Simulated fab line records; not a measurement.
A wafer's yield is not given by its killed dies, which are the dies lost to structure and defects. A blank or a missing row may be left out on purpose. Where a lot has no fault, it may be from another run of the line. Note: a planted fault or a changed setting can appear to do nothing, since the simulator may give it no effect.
fab line records	flow nand_harc	part 1 of 2: steps 1 to 18 of 27
record lots=5	wafers=15	last_day=25
route steps=1159 shown A_STAIRCASE@655
lots that met no fault: taken from a fault-free run of the same line
start_h: hours from the record's first day to the start of the lot's first wafer shown	wait_h: hours elapsed since this lot's preceding step	" same as the row above	L1.1+2: a single row standing in for several wafers	- either no value or no given start	* or withheld: withheld	< > ~ a bound
route shown NAME@n: names a module that has steps shown in the file, with the first one's number in the route	usual: the fault-free wafers' mean and standard deviation	same: alike in all rows	chamber/n: place in a boat	sites: per-site readings	_std_site: their standard deviation	_edge_site: outer sites' mean less inner sites'	radius_mm: for every site, how far away it sits from the centre of the wafer	mask NAME#n: copy n	behind: the most recent tool/chamber to have shaped the wafer	hold: cause of the lot's hold/its duration in hours/its outcome	device: transistor that didn't switch, given as n, p or np	end of line: the same wafers' tests at the end of the route	a step given without rows: its recipe and nothing more	killed: at the first sort, the dies lost to defects and structure; wafer yield is something else	map: a wafer's dies, marking killed ones x, the rest . and places with no die _
set.NAME: the run value of the setting; set.NAME@STEP: its run value at that earlier step	model.NAME: the simulator's own value behind a step, which no gauge read
lots at selected steps of the route; one table per step, one row per wafer
services: a tool's chamber out of use, with start hour (start_h, from the record's first day; less than 0 if before it), hours out, and reason
## steps
# step NHARC_A_STAIRCASE_HMDS_282
# recipe time_s=30
# usual exhaust_pa=44.9/0.91	resist_line_temp_C=22.99/0.1
lot.wafer	tool	chamber	start_h	wait_h	exhaust_pa	resist_line_temp_C
L074.1	litho_track-07	0	-	-	43.6	22.89
L074.4	"	0	"	"	44.4	22.90
L074.6	"	0	"	"	44.8	23.01
L075.1	litho_track-03	0	-	-	45.1	22.98
L075.5	"	0	"	"	44.7	23.03
L075.6	"	0	"	"	45.5	22.99
L081.1	litho_track-07	0	-	-	46.2	23.01
L081.3	"	0	"	"	45.6	22.99
L081.6	"	0	"	"	45.5	23.04
L086.3	litho_track-02	0	-	-	44.2	23.08
L086.5	"	0	"	"	43.9	23.13
L086.6	"	0	"	"	44.7	23.11
L096.2	litho_track-07	0	-	-	44.8	23.11
L096.5	"	0	"	"	45.1	22.82
L096.6	"	0	"	"	43.6	22.92
# step NHARC_A_STAIRCASE_COAT_283
# recipe spin_rpm=1200
# usual exhaust_pa=45.1/0.75	resist_line_temp_C=22.98/0.093
lot.wafer	tool	chamber	start_h	wait_h	exhaust_pa	resist_line_temp_C
L074.1	litho_track-07	0	-	-	46.1	23.02
L074.4	"	0	"	"	45.5	23.00
L074.6	"	0	"	"	45.1	23.06
L075.1	litho_track-03	0	-	-	46.4	22.89
L075.5	"	0	"	"	46.3	23.08
L075.6	"	0	"	"	47.2	22.95
L081.1	litho_track-07	0	-	-	45.1	23.01
L081.3	"	0	"	"	46.2	22.97
L081.6	"	0	"	"	45.3	22.84
L086.3	litho_track-02	0	-	-	44.3	23.04
L086.5	"	0	"	"	45.5	22.88
L086.6	"	0	"	"	45.0	22.94
L096.2	litho_track-07	0	-	-	45.6	22.94
L096.5	"	0	"	"	45.3	22.87
L096.6	"	0	"	"	44.2	22.97
# step NHARC_A_STAIRCASE_SOFTBAKE_284
# recipe temp_c=135	time_s=170
# usual exhaust_pa=44.9/0.86	resist_line_temp_C=22.98/0.1
lot.wafer	tool	chamber	start_h	wait_h	exhaust_pa	resist_line_temp_C
L074.1	litho_track-07	0	-	-	44.4	23.08
L074.4	"	0	"	"	46.3	23.11
L074.6	"	0	"	"	44.5	23.18
L075.1	litho_track-03	0	-	-	44.0	23.04
L075.5	"	0	"	"	46.1	22.88
L075.6	"	0	"	"	46.4	22.96
L081.1	litho_track-07	0	-	-	46.2	23.10
L081.3	"	0	"	"	45.7	23.14
L081.6	"	0	"	"	44.1	22.92
L086.3	litho_track-02	0	-	-	43.4	23.09
L086.5	"	0	"	"	44.8	23.11
L086.6	"	0	"	"	45.0	23.14
L096.2	litho_track-07	0	-	-	44.1	23.02
L096.5	"	0	"	"	44.6	22.80
L096.6	"	0	"	"	44.6	23.05
# step NHARC_A_STAIRCASE_EBR_285
# usual exhaust_pa=45.0/0.91	resist_line_temp_C=23.03/0.12
lot.wafer	tool	chamber	start_h	wait_h	exhaust_pa	resist_line_temp_C
L074.1	litho_track-07	0	-	-	44.9	23.01
L074.4	"	0	"	"	44.2	22.89
L074.6	"	0	"	"	45.0	23.00
L075.1	litho_track-03	0	-	-	47.0	22.91
L075.5	"	0	"	"	46.0	22.94
L075.6	"	0	"	"	45.6	23.00
L081.1	litho_track-07	0	-	-	45.5	22.87
L081.3	"	0	"	"	45.1	22.87
L081.6	"	0	"	"	46.5	22.94
L086.3	litho_track-02	0	-	-	45.9	23.09
L086.5	"	0	"	"	44.7	22.89
L086.6	"	0	"	"	45.5	23.01
L096.2	litho_track-07	0	-	-	45.4	23.24
L096.5	"	0	"	"	46.4	23.14
L096.6	"	0	"	"	44.7	23.19
# step NHARC_A_STAIRCASE_EXPOSE_286
# recipe na=0.5	dose_mj=25.01	mask_id=CHOP_100
# usual reticle_temp_C=23.02/0.1
lot.wafer	tool	chamber	start_h	wait_h	mask	reticle_temp_C
L074.1	krf_scanner-02	0	246.64	-	CHOP_100#0	23.04
L074.4	"	0	"	"	CHOP_100#0	23.15
L074.6	"	0	"	"	CHOP_100#0	22.95
L075.1	krf_scanner-02	0	269.45	-	CHOP_100#0	22.97
L075.5	"	0	"	"	CHOP_100#0	22.98
L075.6	"	0	"	"	CHOP_100#0	23.03
L081.1	krf_scanner-03	0	293.37	-	CHOP_100#0	23.05
L081.3	"	0	"	"	CHOP_100#0	23.09
L081.6	"	0	"	"	CHOP_100#0	22.95
L086.3	krf_scanner-03	0	329.97	-	CHOP_100#0	23.05
L086.5	"	0	"	"	CHOP_100#0	22.84
L086.6	"	0	"	"	CHOP_100#0	23.02
L096.2	krf_scanner-04	0	392.76	-	CHOP_100#0	23.04
L096.5	"	0	"	"	CHOP_100#0	23.00
L096.6	"	0	"	"	CHOP_100#0	23.06
# step NHARC_A_STAIRCASE_PEB_287
# recipe peb_temp_c=115	peb_time_s=130
# usual exhaust_pa=45.1/0.89	resist_line_temp_C=23.01/0.1
lot.wafer	tool	chamber	start_h	wait_h	exhaust_pa	resist_line_temp_C
L074.1	litho_track-02	0	246.71	0.1	44.3	22.91
L074.4	"	0	"	"	44.2	22.96
L074.6	"	0	"	"	46.2	22.98
L075.1	litho_track-02	0	269.52	0.1	45.5	22.97
L075.5	"	0	"	"	44.8	23.04
L075.6	"	0	"	"	45.2	22.99
L081.1	litho_track-02	0	293.44	0.1	44.8	23.07
L081.3	"	0	"	"	43.0	22.94
L081.6	"	0	"	"	43.7	22.98
L086.3	litho_track-07	0	330.03	0.1	44.0	23.16
L086.5	"	0	"	"	43.6	22.98
L086.6	"	0	"	"	44.5	22.99
L096.2	litho_track-02	0	392.82	0.1	47.2	23.10
L096.5	"	0	"	"	45.1	22.92
L096.6	"	0	"	"	45.7	23.10
# step NHARC_A_STAIRCASE_DEVELOP_288
# recipe time_s=140
# usual exhaust_pa=45.0/0.95	resist_line_temp_C=22.97/0.12
lot.wafer	tool	chamber	start_h	wait_h	exhaust_pa	resist_line_temp_C
L074.1	litho_track-02	0	-	-	44.8	23.07
L074.4	"	0	"	"	45.0	23.15
L074.6	"	0	"	"	44.1	23.08
L075.1	litho_track-02	0	-	-	44.5	22.99
L075.5	"	0	"	"	44.6	23.04
L075.6	"	0	"	"	45.9	23.06
L081.1	litho_track-02	0	-	-	45.4	22.98
L081.3	"	0	"	"	45.6	22.89
L081.6	"	0	"	"	44.6	23.07
L086.3	litho_track-07	0	-	-	45.0	22.96
L086.5	"	0	"	"	45.1	23.18
L086.6	"	0	"	"	44.6	23.09
L096.2	litho_track-02	0	-	-	46.0	22.83
L096.5	"	0	"	"	44.7	22.85
L096.6	"	0	"	"	45.0	22.68
# step NHARC_A_STAIRCASE_HARDBAKE_290
# recipe temp_c=120	time_s=140
# usual exhaust_pa=45.1/0.82	resist_line_temp_C=23.01/0.1
lot.wafer	tool	chamber	start_h	wait_h	exhaust_pa	resist_line_temp_C
L074.1	litho_track-03	0	246.93	-	45.6	23.01
L074.4	"	0	"	"	45.4	23.01
L074.6	"	0	"	"	44.8	23.00
L075.1	litho_track-03	0	269.74	-	44.4	22.83
L075.5	"	0	"	"	45.2	22.96
L075.6	"	0	"	"	46.1	23.04
L081.1	litho_track-03	0	293.65	-	44.9	22.94
L081.3	"	0	"	"	44.7	22.88
L081.6	"	0	"	"	44.9	22.93
L086.3	litho_track-07	0	330.25	-	45.7	22.99
L086.5	"	0	"	"	45.1	22.95
L086.6	"	0	"	"	45.2	23.08
L096.2	litho_track-07	0	393.05	-	45.3	22.90
L096.5	"	0	"	"	45.0	23.02
L096.6	"	0	"	"	44.7	22.95
# step NHARC_A_STAIRCASE_DESCUM_291
# recipe time_s=3	o2_flow_sccm=200	ar_flow_sccm=0	bias_power_w=0	chemistry=O2
# usual chamber_pressure_mTorr=60.00/0.052	drypump_motor_current_A=5.7/0.48	o2_flow_sccm=200.0/0.6	oes_product_au=1.003/0.0083	rf_vpp_V=58.0/0.88	showerhead_plenum_p_Torr=1.95/0.088	throttle_valve_pct=11.309/0.0096
lot.wafer	tool	chamber	start_h	wait_h	chamber_pressure_mTorr	drypump_motor_current_A	o2_flow_sccm	oes_product_au	rf_hours_counter_h	rf_vpp_V	showerhead_plenum_p_Torr	throttle_valve_pct
L074.4	rie_diel-07	3	247.02	-	59.99	5.6	200.2	0.996	3	56.7	2.08	11.301
L074.1	"	0	"	"	59.98	5.3	200.2	1.009	3	56.7	1.88	11.304
L074.6	"	0	"	"	60.02	5.3	199.7	1.004	-	58.6	1.88	11.330
L075.1	rie_diel-05	0	269.85	-	60.07	5.3	199.9	0.999	37	57.9	2.04	11.311
L075.5	"	2	"	"	60.09	6.3	200.8	0.997	-	58.4	2.06	11.301
L075.6	"	3	"	"	59.90	5.0	200.2	1.015	-	58.6	1.99	11.306
L081.1	rie_diel-05	1	293.76	-	59.96	6.1	199.6	1.010	48	56.7	1.92	11.290
L081.3	"	2	"	"	60.03	6.3	201.2	1.001	48	57.8	2.06	11.292
L081.6	"	0	"	"	60.00	5.3	200.4	0.989	-	58.2	2.04	11.315
L086.3	rie_diel-04	1	330.36	-	60.01	5.9	199.6	1.001	12	58.7	1.79	11.315
L086.6	"	2	"	"	60.00	6.0	200.2	0.997	-	58.4	1.90	11.309
L086.5	"	3	"	"	59.99	5.9	199.2	0.991	-	58.9	1.94	11.316
L096.2	rie_diel-05	1	393.17	-	59.97	6.1	199.4	1.005	19	56.8	1.91	11.325
L096.5	"	3	"	"	59.91	5.0	201.1	0.999	-	57.7	1.98	11.301
L096.6	"	0	"	"	59.98	5.3	199.6	0.990	-	59.5	2.03	11.310
# step NHARC_A_STAIRCASE_ETCH_292
# recipe cf4_flow_sccm=100	chf3_flow_sccm=30	ar_flow_sccm=0	rf_w=500	bias_w=200	chemistry=CF4/CHF3
# usual chamber_pressure_mTorr=24.998/0.021	drypump_motor_current_A=5.7/0.5	oes_product_au=0.952/0.02	rf_vpp_V=371.3/2.5	showerhead_plenum_p_Torr=1.60/0.069	throttle_valve_pct=16.802/0.0091
lot.wafer	tool	chamber	start_h	wait_h	chamber_pressure_mTorr	drypump_motor_current_A	oes_product_au	rf_hours_counter_h	rf_vpp_V	showerhead_plenum_p_Torr	throttle_valve_pct
L074.4	rie_diel-07	1	247.11	0.1	24.984	6.1	0.980	5	368.7	1.48	16.813
L074.1	"	3	"	"	24.979	5.7	0.963	3	375.3	1.70	16.796
L074.6	"	0	"	"	25.025	5.3	0.962	-	370.3	1.55	16.805
L075.1	rie_diel-05	2	269.92	0.1	24.997	6.3	0.959	37	374.5	1.69	16.815
L075.6	"	1	"	"	25.005	6.1	0.959	-	372.6	1.58	16.802
L075.5	"	2	"	"	25.007	6.3	0.952	-	373.1	1.69	16.783
L081.3	rie_diel-05	1	293.86	0.1	24.988	6.1	0.957	48	371.1	1.58	16.796
L081.1	"	2	"	"	24.969	6.3	0.976	48	375.9	1.69	16.794
L081.6	"	0	"	"	24.981	5.3	0.946	-	374.8	1.67	16.790
L086.3	rie_diel-04	2	330.49	0.1	24.993	6.0	0.933	12	368.7	1.56	16.793
L086.5	"	0	"	"	25.006	6.3	0.953	-	372.7	1.62	16.799
L086.6	"	1	"	"	24.998	5.9	0.975	-	365.7	1.48	16.796
L096.2	rie_diel-05	3	393.25	0.1	25.035	5.0	0.941	17	371.5	1.62	16.804
L096.5	"	3	"	"	24.980	5.0	0.941	-	372.2	1.62	16.803
L096.6	"	0	"	"	25.033	5.3	0.947	-	374.2	1.66	16.807
# step NHARC_A_STAIRCASE_HM_OPEN_460
# recipe o2_flow_sccm=400	cos_flow_sccm=20	ar_flow_sccm=0	rf_w=500	bias_w=300	chemistry=O2/COS
# usual chamber_pressure_mTorr=20.001/0.017	drypump_motor_current_A=5.7/0.48	o2_flow_sccm=400.1/1.3	oes_product_au=1.004/0.0088	rf_vpp_V=468.2/3	showerhead_plenum_p_Torr=3.17/0.14	throttle_valve_pct=28.330/0.0088
lot.wafer	tool	chamber	start_h	wait_h	chamber_pressure_mTorr	drypump_motor_current_A	o2_flow_sccm	oes_product_au	rf_hours_counter_h	rf_vpp_V	showerhead_plenum_p_Torr	throttle_valve_pct
L074.4	rie_diel-07	3	-	-	19.993	5.7	401.2	1.009	3	471.4	3.37	28.326
L074.1	"	0	"	"	20.001	5.3	398.8	1.002	3	464.7	3.07	28.329
L074.6	"	2	"	"	19.985	4.9	401.3	0.998	-	467.3	3.13	28.327
L075.1	rie_diel-05	3	-	-	19.979	5.0	401.3	1.025	38	468.8	3.24	28.325
L075.6	"	1	"	"	20.023	6.1	398.8	0.997	-	468.5	3.14	28.333
L075.5	"	2	"	"	19.973	6.3	400.9	0.996	-	472.4	3.35	28.323
L081.3	rie_diel-05	0	-	-	19.985	5.3	402.4	1.012	47	471.3	3.32	28.337
L081.1	"	1	"	"	19.982	6.1	401.1	1.022	48	466.9	3.14	28.322
L081.6	"	1	"	"	19.977	6.1	400.0	1.017	-	468.3	3.14	28.323
L086.3	rie_diel-04	2	-	-	20.008	6.0	398.9	0.991	12	466.5	3.10	28.339
L086.6	"	1	"	"	20.004	5.9	398.3	1.013	-	463.9	2.93	28.328
L086.5	"	2	"	"	20.034	6.0	401.3	0.983	-	466.2	3.10	28.320
L096.2	rie_diel-05	2	-	-	20.001	6.3	400.0	1.001	17	471.5	3.33	28.341
L096.5	"	0	"	"	20.014	5.3	399.0	0.996	-	469.6	3.30	28.333
L096.6	"	1	"	"	19.977	6.1	401.9	0.988	-	468.1	3.12	28.318
# step NHARC_A_STAIRCASE_STRIP_461
# recipe o2_flow_sccm=400	cos_flow_sccm=20	ar_flow_sccm=0	bias_w=0	chemistry=O2/COS
lot.wafer	tool	chamber	start_h	wait_h
L074.1+4+6	rie_diel-07	3,0,1	-	-
L075.1+5+6	rie_diel-05	1,2,3	-	-
L081.1+3+6	rie_diel-05	3,2,0	-	-
L086.3+5+6	rie_diel-04	3,2,3	-	-
L096.2+5+6	rie_diel-05	0,1,2	-	-
# step NHARC_A_STAIRCASE_ETCH_452
# recipe target_depth_a=300	overetch_a=30	time_s=16.5	ion_energy_ev=100	cf4_flow_sccm=80	o2_flow_sccm=20	ar_flow_sccm=0	rf_w=300	bias_w=100	chemistry=CF4/O2
# usual chamber_pressure_mTorr=30.003/0.026	drypump_motor_current_A=5.7/0.48	o2_flow_sccm=20.00/0.063	oes_ar_750_au=1.000/0.0046	oes_product_au=1.004/0.0085	rf_vpp_V=198.2/1.3	showerhead_plenum_p_Torr=1.36/0.06	throttle_valve_pct=13.397/0.01
lot.wafer	tool	chamber	start_h	wait_h	chamber_pressure_mTorr	drypump_motor_current_A	o2_flow_sccm	oes_ar_750_au	oes_product_au	rf_hours_counter_h	rf_vpp_V	showerhead_plenum_p_Torr	throttle_valve_pct
L074.1	rie_diel-07	2	-	-	29.976	4.9	19.96	0.992	0.996	4	198.2	1.34	13.390
L074.4	"	1	"	"	30.047	6.1	19.99	1.002	0.999	5	197.1	1.26	13.391
L074.6	"	3	"	"	30.004	5.6	20.06	0.999	0.999	-	198.3	1.44	13.385
L075.1	rie_diel-05	3	-	-	29.981	5.0	19.98	0.990	1.009	38	199.1	1.39	13.390
L075.5	"	1	"	"	30.011	6.1	20.02	0.996	0.998	-	197.7	1.34	13.390
L075.6	"	2	"	"	30.037	6.3	19.93	1.004	0.989	-	198.4	1.44	13.394
L081.3	rie_diel-05	3	-	-	29.998	5.0	19.97	1.004	1.005	48	197.6	1.38	13.397
L081.1	"	0	"	"	30.027	5.3	19.95	1.002	0.990	47	199.5	1.42	13.388
L081.6	"	2	"	"	29.995	6.3	19.92	1.000	0.997	-	198.7	1.43	13.407
L086.3	rie_diel-04	2	-	-	30.028	5.9	20.06	1.004	0.998	12	198.0	1.33	13.411
L086.6	"	0	"	"	29.963	6.3	20.00	0.997	0.996	-	198.2	1.38	13.409
L086.5	"	1	"	"	29.976	5.9	19.94	0.997	1.010	-	195.6	1.25	13.397
L096.2	rie_diel-05	0	-	-	30.055	5.3	19.95	1.007	1.001	19	199.0	1.41	13.392
L096.6	"	2	"	"	29.990	6.3	19.93	0.999	1.006	-	197.9	1.43	13.394
L096.5	"	3	"	"	30.008	5.0	19.91	1.001	0.999	-	199.9	1.38	13.397
# step NHARC_A_STAIRCASE_ETCH_294
# recipe target_depth_a=49920	time_s=1212.4	ion_energy_ev=800	c4f8_flow_sccm=80	o2_flow_sccm=60	ar_flow_sccm=withheld	rf_w=600	bias_w=3000	chemistry=C4F8/O2/Ar
# usual chamber_pressure_mTorr=24.996/0.025	oes_product_au=0.937/0.011	rf_vpp_V=1831/11
lot.wafer	tool	chamber	start_h	wait_h	chamber_pressure_mTorr	oes_product_au	rf_hours_counter_h	rf_vpp_V
L074.4	rie_diel-07	0	-	-	24.975	0.946	3	1823
L074.1	"	2	"	"	25.001	0.943	5	1828
L074.6	"	0	"	"	24.953	0.950	-	1823
L075.1	rie_diel-05	3	-	-	24.988	0.955	38	1837
L075.5	"	2	"	"	24.962	0.931	-	1847
L075.6	"	3	"	"	25.021	0.958	-	1836
L081.1	rie_diel-05	0	-	-	25.006	0.918	47	1841
L081.3	"	1	"	"	25.021	0.945	48	1829
L081.6	"	3	"	"	25.035	0.946	-	1836
L086.3	rie_diel-04	2	-	-	25.013	0.924	12	1826
L086.5	"	3	"	"	24.997	0.924	-	1831
L086.6	"	0	"	"	24.979	0.937	-	1836
L096.2	rie_diel-05	1	-	-	24.973	0.923	19	1826
L096.5	"	3	"	"	24.992	0.942	-	1834
L096.6	"	0	"	"	25.023	0.916	-	1841
# step NHARC_A_STAIRCASE_STRIP_295
# recipe o2_flow_sccm=500	ar_flow_sccm=0	bias_w=0	chemistry=O2
# usual chamber_pressure_mTorr=60.00/0.053	drypump_motor_current_A=5.7/0.5	o2_flow_sccm=500.0/1.6	oes_product_au=1.004/0.009	rf_vpp_V=58.0/1	showerhead_plenum_p_Torr=3.59/0.15	throttle_valve_pct=17.036/0.0083
lot.wafer	tool	chamber	start_h	wait_h	chamber_pressure_mTorr	drypump_motor_current_A	o2_flow_sccm	oes_product_au	rf_hours_counter_h	rf_vpp_V	showerhead_plenum_p_Torr	throttle_valve_pct
L074.1	rie_diel-07	2	-	-	60.04	4.9	498.4	0.993	5	58.5	3.53	17.027
L074.4	"	3	"	"	60.02	5.7	501.0	0.997	4	60.6	3.81	17.031
L074.6	"	3	"	"	60.03	5.7	503.2	1.011	-	58.5	3.81	17.028
L075.1	rie_diel-05	1	-	-	60.00	6.1	499.7	1.002	37	57.3	3.55	17.042
L075.5	"	1	"	"	59.96	6.1	498.6	1.002	-	59.3	3.55	17.039
L075.6	"	2	"	"	59.88	6.3	500.9	1.002	-	57.9	3.79	17.030
L081.1	rie_diel-05	1	-	-	59.98	6.1	499.7	1.005	48	56.3	3.55	17.031
L081.3	"	3	"	"	59.96	5.0	497.4	1.015	49	59.5	3.65	17.053
L081.6	"	0	"	"	59.95	5.3	502.7	0.996	-	58.1	3.74	17.055
L086.3	rie_diel-04	0	-	-	60.04	6.3	498.0	1.008	13	58.6	3.64	17.040
L086.6	"	0	"	"	59.98	6.3	499.8	1.008	-	58.5	3.64	17.033
L086.5	"	1	"	"	59.94	5.9	501.8	1.005	-	57.1	3.32	17.030
L096.2	rie_diel-05	2	-	-	60.01	6.4	500.8	0.989	17	58.3	3.76	17.049
L096.5	"	2	"	"	60.04	6.3	499.5	1.012	-	58.4	3.76	17.038
L096.6	"	3	"	"	59.96	5.0	499.1	0.991	-	58.1	3.64	17.032
# step NHARC_A_STAIRCASE_STRIP_296
# recipe time_s=900	temp_c=130	chemistry=SPM
# usual temp_c=130.00/0.13
lot.wafer	tool	chamber	start_h	wait_h	temp_c
L074.1	wet_bench-09	0	248.75	-	130.02
L074.6	"	2	"	"	129.81
L074.4	"	3	"	"	130.00
L075.1	wet_bench-05	7	271.91	-	130.08
L075.5	"	0	"	"	129.81
L075.6	"	2	"	"	130.13
L081.6	wet_bench-05	5	295.51	-	130.01
L081.3	"	6	"	"	129.92
L081.1	"	0	"	"	129.92
L086.5	wet_bench-04	0	332.21	-	130.04
L086.6	"	1	"	"	129.84
L086.3	"	2	"	"	129.73
L096.5	wet_bench-04	2	394.98	-	129.91
L096.2	"	3	"	"	130.01
L096.6	"	7	"	"	130.02
# step NHARC_A_STAIRCASE_PRECLEAN_297
# recipe time_s=*	temp_c=50	bath_age_min=0	chemistry=SC1
# usual temp_c=50.00/0.1
lot.wafer	tool	chamber	start_h	wait_h	temp_c
L074.1	wet_bench-09	0	-	-	49.85
L074.6	"	2	"	"	50.04
L074.4	"	3	"	"	50.12
L075.1	wet_bench-05	7	-	-	50.10
L075.5	"	0	"	"	50.11
L075.6	"	2	"	"	50.13
L081.6	wet_bench-05	5	-	-	50.14
L081.3	"	6	"	"	49.73
L081.1	"	0	"	"	49.93
L086.5	wet_bench-04	0	-	-	49.93
L086.6	"	1	"	"	49.90
L086.3	"	2	"	"	50.03
L096.5	wet_bench-04	2	-	-	49.89
L096.2	"	3	"	"	49.90
L096.6	"	7	"	"	49.92
# step NHARC_A_STAIRCASE_SRD_298
lot.wafer	tool	chamber	start_h	wait_h
L074.1+6+4	wet_bench-09	0,2,3	-	-
L075.1+5+6	wet_bench-05	7,0,2	-	-
L081.6+3+1	wet_bench-05	5,6,0	-	-
L086.5+6+3	wet_bench-04	0,1,2	-	-
L096.5+2+6	wet_bench-04	2,3,7	-	-
